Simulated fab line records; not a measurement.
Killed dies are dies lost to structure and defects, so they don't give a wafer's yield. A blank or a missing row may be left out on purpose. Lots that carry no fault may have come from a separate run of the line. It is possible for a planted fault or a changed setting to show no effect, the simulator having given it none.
2 desks looking at one fault || flow nand-harc || only its own numbers are on each desk; what lay behind them is given at the end

FROM THE METROLOGY DESK
Lot by lot, what the gauges showed, no matter which tool ran the lot: averages of those sampled wafers that carry a number. A lot is out of limits, marked OUT, if its mean lies more than 4 standard deviations from the usual mean; the brackets give that distance.
Columns: A = thk-nm at NHARC_A_ONON_D1_THK_MEAS_14, usual 1002 nm
{"lot": "L110", "first seen here": "day 7 14:28", "A": 1007}
{"lot": "L112", "first seen here": "day 8 09:08", "A": 1015}
{"lot": "L111", "first seen here": "day 8 09:09", "A": 989}
{"lot": "L117", "first seen here": "day 10 21:25", "A": 993}
{"lot": "L123", "first seen here": "day 13 05:46", "A": 993}
{"lot": "L124", "first seen here": "day 13 22:34", "A": 997}
{"lot": "L129", "first seen here": "day 16 01:19", "A": 1014}
{"lot": "L131", "first seen here": "day 16 16:30", "A": 1000}
{"lot": "L133", "first seen here": "day 17 07:47", "A": 1004}
{"lot": "L132", "first seen here": "day 17 07:48", "A": 1005}
This desk's finding: nothing out of limits on any of the 10 lots.

DESK OF THE TOOL OWNER: rie-diel-10
The tool's own readings at NHARC_A_CHANNEL_HOLE_D1_ETCH_39 (etches the open film in N2/H2, target depth 260 nm, time 325 s): means of the sampled wafers that have a number, for each lot that ran on this tool. A lot is out of limits, marked OUT, if its mean lies more than 4 standard deviations from the usual mean; the brackets give that distance.
Columns: A = bias-w at NHARC_A_CHANNEL_HOLE_D1_ETCH_39, usual 150.0 W; B = drypump-motor-current-A at NHARC_A_CHANNEL_HOLE_D1_ETCH_39, usual 5.5 A; C = oes-product-au at NHARC_A_CHANNEL_HOLE_D1_ETCH_39, usual 1.002 a.u.; D = rf-vpp-V at NHARC_A_CHANNEL_HOLE_D1_ETCH_39, usual 430.2 V; E = showerhead-plenum-p-Torr at NHARC_A_CHANNEL_HOLE_D1_ETCH_39, usual 2.03 Torr; F = throttle-valve-pct at NHARC_A_CHANNEL_HOLE_D1_ETCH_39, usual 14.172 %
{"lot": "L111", "first seen here": "day 8 22:47", "A": 150.3, "B": 5.2, "C": 1.018, "D": 429.9, "E": 2.00, "F": 14.174}
{"lot": "L112", "first seen here": "day 8 23:04", "A": 149.5, "B": 5.4, "C": 1.001, "D": 429.3, "E": 2.01, "F": 14.174}
{"lot": "L123", "first seen here": "day 13 22:09", "A": 150.5, "B": 5.2, "C": "0.910 (-8.4) OUT", "D": 430.3, "E": 2.00, "F": 14.181}
{"lot": "L124", "first seen here": "day 14 12:12", "A": 149.7, "B": 5.5, "C": "0.866 (-12) OUT", "D": 430.9, "E": 2.03, "F": 14.176}
{"lot": "L131", "first seen here": "day 17 07:29", "A": 150.4, "B": 5.5, "C": 0.991, "D": 430.3, "E": 2.03, "F": 14.165}
{"lot": "L132", "first seen here": "day 18 01:38", "A": 150.5, "B": 5.4, "C": 1.000, "D": 430.5, "E": 2.00, "F": 14.175}
This desk's finding: out of limits on L123, L124; first on L123, day 13 22:09 (oes-product-au at NHARC_A_CHANNEL_HOLE_D1_ETCH_39). Within limits: L111, L112, L131, L132.

PUT TOGETHER
On L123, L124, at day 13 22:09, an alarm was possible from the tool owner's desk.
The metrology desk saw nothing out of limits.
The metrology desk has L123, L124 on record, within its limits.
Every lot named ran NHARC_A_CHANNEL_HOLE_D1_ETCH_39 on rie-diel-10.

WHAT WAS PUT IN BY THE SIMULATOR
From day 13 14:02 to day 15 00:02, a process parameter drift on rie-diel-10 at NHARC_A_CHANNEL_HOLE_D1_ETCH_39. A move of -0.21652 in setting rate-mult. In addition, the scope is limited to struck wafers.
Shown lots that were struck: L123, L124.
Hours from the fault's start to each desk's first reading out of limits: the tool owner's desk, 8.
